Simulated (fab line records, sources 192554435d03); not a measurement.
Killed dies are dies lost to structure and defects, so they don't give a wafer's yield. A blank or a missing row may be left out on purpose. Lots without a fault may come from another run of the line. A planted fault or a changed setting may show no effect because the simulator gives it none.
Chamber matching | flow n5_finfet | N5_FIN_CUT_CUT_ETCH_27 on rie_diel-01: 4 sister chambers
The step etches SiO2 in CHF3/O2, target depth 4 nm, overetch 2 nm, time 4.9 s. 16 wafers are shown with their chamber, then 8 later ones without.

WAFERS WITH THEIR CHAMBER
wafer  | chamber | showerhead_plenum_p_Torr (Torr) | drypump_motor_current_A (A) | throttle_valve_pct (%)
L074.2 | 2       | 2.51                            | 6.4                         | 19.07
L074.5 | 2       | 2.51                            | 6.4                         | 19.08
L074.6 | 1       | 2.28                            | 5.8                         | 18.97
L075.3 | 1       | 2.28                            | 5.8                         | 18.96
L075.4 | 0       | 2.48                            | 6.0                         | 18.94
L075.5 | 3       | 2.50                            | 4.9                         | 18.80
L079.1 | 0       | 2.48                            | 6.0                         | 18.95
L079.4 | 1       | 2.28                            | 5.8                         | 18.98
L079.6 | 1       | 2.28                            | 5.8                         | 18.99
L082.1 | 0       | 2.48                            | 6.0                         | 18.97
L082.4 | 2       | 2.51                            | 6.4                         | 19.10
L082.6 | 0       | 2.48                            | 6.0                         | 18.96
L083.1 | 2       | 2.51                            | 6.3                         | 19.10
L083.2 | 0       | 2.48                            | 6.0                         | 18.96
L083.4 | 2       | 2.51                            | 6.3                         | 19.10
L091.4 | 0       | 2.47                            | 6.0                         | 18.99

SIGNATURES (means of the wafers above)
reading                  | chamber 0 | chamber 1 | chamber 2 | chamber 3 | scatter within a chamber
showerhead_plenum_p_Torr | 2.4783    | 2.2800    | 2.5100    | 2.5000    | 0.00264
drypump_motor_current_A  | 6.000     | 5.800     | 6.360     | 4.900     | 0.0316
throttle_valve_pct       | 18.9617   | 18.9750   | 19.0900   | 18.8000   | 0.0152
Rule: a wafer's distance from a chamber is the root of the sum, over the readings, of the square of ((its reading less the chamber's mean) divided by the reading's scatter). The wafer belongs to the nearest chamber; if the next one is less than 2 further off, it can't be placed. The scatter: the root of (the sum of the squares of (reading less its chamber's mean) over the shown wafers, divided by (wafers less chambers)).

WAFERS WITHOUT THEIR CHAMBER
wafer  | showerhead_plenum_p_Torr (Torr) | drypump_motor_current_A (A) | throttle_valve_pct (%)
L091.5 | 2.48                            | 4.9                         | 18.84
L091.6 | 2.47                            | 6.0                         | 18.99
L092.1 | 2.56                            | 5.8                         | 18.59
L092.4 | 2.47                            | 6.0                         | 19.00
L092.6 | 2.50                            | 6.4                         | 19.14
L097.1 | 2.48                            | 4.9                         | 18.87
L097.4 | 2.50                            | 6.4                         | 19.16
L097.5 | 2.48                            | 4.9                         | 18.84

WHICH CHAMBER EACH WENT THROUGH
wafer  | from the rows above     | in truth
L091.5 | 3                       | 3
L091.6 | 0                       | 0
L092.1 | can't be placed: 3 or 0 | 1
L092.4 | 0                       | 0
L092.6 | 2                       | 2
L097.1 | 3                       | 3
L097.4 | 2                       | 2
L097.5 | 3                       | 3
Placed correctly: 7 of 8. Can't be placed from these rows: 1 (the true chamber is among the candidates in 0). Placed wrongly: 0.
